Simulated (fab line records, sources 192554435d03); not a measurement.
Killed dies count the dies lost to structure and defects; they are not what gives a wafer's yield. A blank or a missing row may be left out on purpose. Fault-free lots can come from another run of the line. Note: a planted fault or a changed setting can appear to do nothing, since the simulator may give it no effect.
Which tool did it?	flow n5_finfet	8 lots with 24 wafers sampled at 5 steps, on a route of 1938 steps

## WHAT EACH GAUGE READ, for each wafer
N5_BEOL_M4_RC_MEAS_101.
lot	measured	on	DIBL_N (mV/V)
L661	day 9 00:48	prober-02	37.5 34.2 36.4
L662	day 9 05:26	prober-01	35.0 38.3 39.0
L663	day 13 19:13	prober-01	34.5 36.8 37.0
L674	day 13 08:44	prober-02	33.4 36.1 36.1
L681	day 15 06:22	prober-01	35.8 36.0 39.1
L682	day 15 06:41	prober-02	37.4 37.1 34.3
L683	day 15 08:19	prober-01	36.7 37.2 36.0
L684	day 15 11:02	prober-02	36.1 35.9 37.9

## EACH LOT AND THE TOOL THAT RAN IT (in order: tool; ch and the chambers of the sampled wafers; start)
lot	N5_FIN_SAQP_DESCUM_21	N5_FIN_SAQP_ETCH_52	N5_FIN_SAQP_SPACER1_ALD_24	N5_FIN_SAQP_MANDREL_ETCH_58
L661	rie_diel-03 ch 0,1, day 1 21:24	rie_diel-03 ch 0,1, day 1 21:29	ald_sin-02 ch 0,2,3, day 1 22:29	rie_si-01 ch 0,1,2, day 1 23:35
L662	rie_diel-05 ch 1,2,3, day 2 03:16	rie_diel-05 ch 1,2,3, day 2 03:22	ald_sin-03 ch 0,2, day 2 04:25	rie_si-03 ch 0,2,3, day 2 05:34
L663	rie_diel-03 ch 0,1,2, day 2 09:56	rie_diel-03 ch 0,1,2, day 2 10:01	ald_sin-01 ch 0,3, day 2 11:05	rie_si-01 ch 0,3, day 2 12:23
L674	rie_diel-01 ch 0,1,2, day 5 04:43	rie_diel-01 ch 0,1,2, day 5 04:48	ald_sin-02 ch 2,3, day 5 05:49	rie_si-01 ch 0,1, day 5 07:24
L681	rie_diel-01 ch 0,1,3, day 7 00:49	rie_diel-01 ch 0,1,3, day 7 00:54	ald_sin-01 ch 2,3, day 7 01:56	rie_si-03 ch 0,1, day 7 03:04
L682	rie_diel-05 ch 0,1, day 7 06:26	rie_diel-05 ch 0,1, day 7 06:32	ald_sin-03 ch 1,2, day 7 07:38	rie_si-05 ch 0,1,3, day 7 08:52
L683	rie_diel-03 ch 0,1, day 7 12:38	rie_diel-03 ch 0,1, day 7 12:44	ald_sin-02 ch 0,3, day 7 14:07	rie_si-03 ch 0,1,2, day 7 15:14
L684	rie_diel-05 ch 1,2, day 7 16:40	rie_diel-05 ch 1,2, day 7 16:45	ald_sin-01 ch 0,3, day 7 17:46	rie_si-05 ch 0,1,3, day 7 18:54
- N5_FIN_SAQP_DESCUM_21: chemistry O2, time 7.9 s.
- N5_FIN_SAQP_ETCH_52: etches SOC in N2/H2, target depth 100 nm, overetch 20 nm, time 150 s.
- N5_FIN_SAQP_SPACER1_ALD_24: deposits SiO2, target thk 20.3 nm, pulse time 1 s, purge time 2 s.
- N5_FIN_SAQP_MANDREL_ETCH_58: etches a-Si in HBr/Cl2, stops on SiNx, target depth 45 nm, bt time 10 s, time 27 s.

## THE ANSWER, worked out from the rows above alone
Rule: the usual values come from the lots themselves. Put in order of their means at a reading, lots are off if they are a third of the lots or fewer, leave a main group of 4 or more, and stand apart from it by a gap of 3 or more times the standard deviation of the main group's means; of several such gaps the widest counts. If all means in a main group match to the digits the tables above print for the reading, that group is not used. A lot without any number at a reading at which 4 lots or more have one is off too. All remaining lots with rows at the step are treated as sound.
No lot is off at any reading shown: from this, nothing can be told.

## WHAT HAD BEEN PUT IN BY THE SIMULATOR
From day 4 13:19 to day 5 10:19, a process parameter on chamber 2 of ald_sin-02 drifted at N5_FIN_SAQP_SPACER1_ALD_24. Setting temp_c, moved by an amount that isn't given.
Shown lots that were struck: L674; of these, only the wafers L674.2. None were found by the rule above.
